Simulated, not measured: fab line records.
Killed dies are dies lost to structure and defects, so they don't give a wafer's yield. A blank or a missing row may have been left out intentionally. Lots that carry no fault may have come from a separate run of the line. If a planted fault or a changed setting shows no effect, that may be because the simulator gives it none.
Chamber matching ; flow n5_finfet ; 4 sister chambers for N5_BEOL_M1_ETCH_64 on rie_diel-05
The step etches SOC in N2/H2, target depth 75 nm, overetch 15 nm, time 112.5 s. 8 wafers are shown with their chamber, then 8 later ones without.

## EACH WAFER AND ITS CHAMBER
wafer;chamber;showerhead_plenum_p_Torr (Torr);throttle_valve_pct (%)
L080.1;3;2.71;17.84
L082.1;1;2.65;17.86
L082.3;2;2.62;18.03
L082.4;0;2.57;18.13
L085.3;0;2.57;18.14
L085.4;1;2.64;17.87
L085.6;3;2.70;17.88
L090.1;2;2.62;18.07

## WAFERS MISSING THEIR CHAMBER
wafer;showerhead_plenum_p_Torr (Torr);throttle_valve_pct (%)
L090.2;2.70;17.89
L090.4;2.64;17.88
L094.1;2.61;18.06
L094.3;2.70;17.88
L094.4;2.64;17.90
L095.1;2.64;17.91
L095.2;2.56;18.17
L095.5;2.61;18.08

## CHAMBER TAKEN BY EACH
wafer;from the rows above;in truth
L090.2;3;3
L090.4;1;1
L094.1;2;2
L094.3;3;3
L094.4;1;1
L095.1;1;1
L095.2;0;0
L095.5;2;2
Correct placement for 8 of the 8. Not placeable from these rows: 0. 0 placed wrongly.
How it was worked out, from the rows above alone: a wafer's distance from a chamber is the root of the sum, over the readings, of the square of ((its reading less the chamber's mean) divided by the reading's scatter). If the next closest chamber is less than 2 further off than the closest, the wafer can't be placed; otherwise it belongs to the closest. For every chamber, the mean is computed from those of its wafers that are shown. How the scatter is found: for the shown wafers, subtract from each reading the mean of its chamber, square and add these, divide the total by (wafers less chambers), then take the root.
